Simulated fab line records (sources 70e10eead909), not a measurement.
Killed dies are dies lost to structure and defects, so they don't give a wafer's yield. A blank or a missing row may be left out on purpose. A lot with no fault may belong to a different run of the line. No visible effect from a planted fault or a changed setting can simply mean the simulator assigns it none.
A lot that was struck, set against a sound lot	flow nand harc	14 steps out of a route of 1302
Sound: wafers L194.3, L194.4, L194.5. The struck wafers were L199.3, L199.5, L199.6. At the end, the cause is stated.
At each step with rows: each side's tool, then ch and its chambers, then its first start. Under that, the readings that differ: sound wafers	struck wafers	difference of the means	sigmas: that difference in standard deviations of wafers without a fault.
alike: readings whose means differ by less than 2 such deviations, and words and numbers that are the same on both sides. not compared: withheld readings, readings that some wafer has no value for, bounds like >300 that may hide the same value, and numbers for which the record gives no deviation and whose values overlap.
Wherever a step has rows on one side only, a row that says differs or no value, or a row with sigmas, the two part there. When numbers do not overlap yet have no deviation, they are printed without sigmas and do not part them. A reading missing from all wafers of one side parts the sides only when that side holds two or more wafers.

first, 4 steps without rows for these wafers: NHARC_P_M1_EBR_05; NHARC_P_M1_EXPOSE_06 (exposes mask P M1, target cd 130 nm); NHARC_P_M1_PEB_07 (peb time 65 s); NHARC_P_M1_DEVELOP_08 (develop time 35 s).
NHARC_P_M1_CD_MEAS_09: the cd target is 130 nm.
  sound on cd sem-01 ch 0, day 11 12:49; struck on cd sem-03 ch 0, day 13 13:04
  alike: cd nm
NHARC_P_M1_OVL_MEAS_10: pitch 260 nm.
  struck on overlay-02, day 13 13:08; sound on overlay-01, day 11 12:55
  alike: overlay x nm, overlay y nm
NHARC_P_M1_INSPECT_11:
  struck on defect inspect-01, day 13 13:11; sound on defect inspect-02, day 11 12:57
  alike: raw defect count
NHARC_P_M1_DESCUM_14: chemistry O2, time 3 s.
  sound on rie diel-09 ch 0,1,3, day 11 13:02; struck on rie diel-03 ch 0,2,3, day 13 13:17
  alike: drypump motor current A, oes product au, rf vpp V, showerhead plenum p Torr, throttle valve pct
  not compared: rf hours counter h
NHARC_P_M1_ETCH_35: etches the open film in N2/H2, target depth 40 nm, overetch 12 nm, time 43.94 s.
  sound on rie diel-09 ch 2,3, day 11 13:06; struck on rie diel-03 ch 0,3, day 13 13:22
  alike: bias w, chamber pressure mTorr, drypump motor current A, oes product au, rf vpp V, showerhead plenum p Torr, throttle valve pct
  not compared: rf hours counter h
NHARC_P_M1_ETCH_15: etches the open film in C4F8/Ar, target depth 182.5 nm, time 91.2 s.
  sound on rie diel-09 ch 0,2,3; struck on rie diel-03 ch 0,1
  alike: bias w, chamber pressure mTorr, oes product au, rf vpp V
  not compared: rf hours counter h
NHARC_P_M1_CD_MEAS_16:
  struck on cd sem-03, day 13 13:35; sound on cd sem-01, day 11 13:19
reading	sound	struck	difference	sigmas
cd nm (nm)	131.3 130.9 130.2	128.9 129.4 128.9	-1.7	-2
NHARC_P_M1_STRIP_18: strips in N2/H2.
  sound on rie diel-03 ch 1,3, day 11 13:23; struck on rie diel-09 ch 1,2,3, day 13 13:42
  alike: drypump motor current A, oes product au, rf vpp V, showerhead plenum p Torr, throttle valve pct
  not compared: rf hours counter h
NHARC_P_M1_ETCH_28: etches the open film in CF4/N2, target depth 30 nm, time 72.99 s.
  sound on rie diel-03 ch 1,3, day 11 13:38; struck on rie diel-09 ch 0,1, day 13 13:53
  no value came back on the struck wafers for any of 7 readings (bias w (W), cf4 flow sccm (sccm) and others); on the sound wafers bias w (W) reads 99.79 99.86 100.28
  not compared: rf hours counter h
then, 1 step without rows for these wafers: NHARC_P_M1_STRIP_19 (strips in post etch residue remover, time 600 s).

WHERE THEY PART
Earliest at NHARC_P_M1_CD_MEAS_16; latest, in this record, at NHARC_P_M1_ETCH_28.

WHY: what had been put in by the simulator
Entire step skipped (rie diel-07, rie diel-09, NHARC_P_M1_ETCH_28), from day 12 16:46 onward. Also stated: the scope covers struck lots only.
